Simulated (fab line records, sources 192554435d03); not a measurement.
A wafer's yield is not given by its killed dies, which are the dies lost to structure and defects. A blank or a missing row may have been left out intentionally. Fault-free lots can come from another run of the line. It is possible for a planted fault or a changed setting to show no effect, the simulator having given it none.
One fault seen from 2 desks | flow n5Finfet | numbers are kept per desk, each desk with only its own; the story behind them comes last

DESK OF THE TOOL OWNER: cvdCo-01
The tool's own readings at N5_BEOL_M2_CVD_47 (deposits Co from CCTBA/H2, target thk 3 nm, time 223.8 s): means of the sampled wafers that have a number, for each lot that ran on this tool. Marked OUT: a lot whose mean sits more than 4 standard deviations from the usual mean, which makes it out of limits; the brackets give that distance.
Columns: A = runLengthS at N5_BEOL_M2_CVD_47, usual 247.2 s
lot  | first seen here | A
L779 | day 7 02:20     | 247.1
L791 | day 9 22:11     | 248.2
L801 | day 12 21:47    | 246.7
This desk found nothing out of limits on any of the 3 lots.

THE METROLOGY DESK
What the gauges read for every lot (on any tool): the sampled wafers with a number, averaged. Marked OUT: a lot whose mean sits more than 4 standard deviations from the usual mean, which makes it out of limits; the brackets give that distance. Shown here are 7 of its 12 readings, the ones lying furthest out on some lot.
Columns: A = trenchDepthNm at N5_BEOL_M2_OCD_MEAS_38, usual 55.7 nm; B = DIBL_N at N5_BEOL_M4_RC_MEAS_101, usual 35.3 mV/V; C = ION_N at N5_BEOL_M4_RC_MEAS_101, usual 670 uA/um; D = ION_P at N5_BEOL_M4_RC_MEAS_101, usual 460 uA/um; E = SS_N at N5_BEOL_M4_RC_MEAS_101, usual 71.2 mV/dec; F = SS_P at N5_BEOL_M4_RC_MEAS_101, usual 73.0 mV/dec; G = VT_P at N5_BEOL_M4_RC_MEAS_101, usual -251.4 mV
lot  | first seen here | A    | B    | C   | D   | E    | F    | G
L779 | day 7 01:28     | 53.7 | 33.5 | 675 | 461 | 70.9 | 72.5 | -253.6
L784 | day 9 02:08     | 56.3 | 34.0 | 659 | 451 | 71.5 | 72.8 | -254.2
L791 | day 9 21:05     | 55.5 | 35.9 | 688 | 472 | 71.9 | 73.4 | -249.9
L800 | day 12 13:07    | 55.4 | 36.4 | 658 | 454 | 71.0 | 72.8 | -248.7
L801 | day 12 20:37    | 56.3 | 37.5 | 667 | 455 | 71.7 | 73.8 | -251.7
This desk found nothing out of limits on any of the 5 lots.

ALL TOGETHER
The desk of the tool owner found nothing out of limits.
Metrology desk: nothing out of limits seen.

WHAT THE SIMULATOR HAD INSERTED
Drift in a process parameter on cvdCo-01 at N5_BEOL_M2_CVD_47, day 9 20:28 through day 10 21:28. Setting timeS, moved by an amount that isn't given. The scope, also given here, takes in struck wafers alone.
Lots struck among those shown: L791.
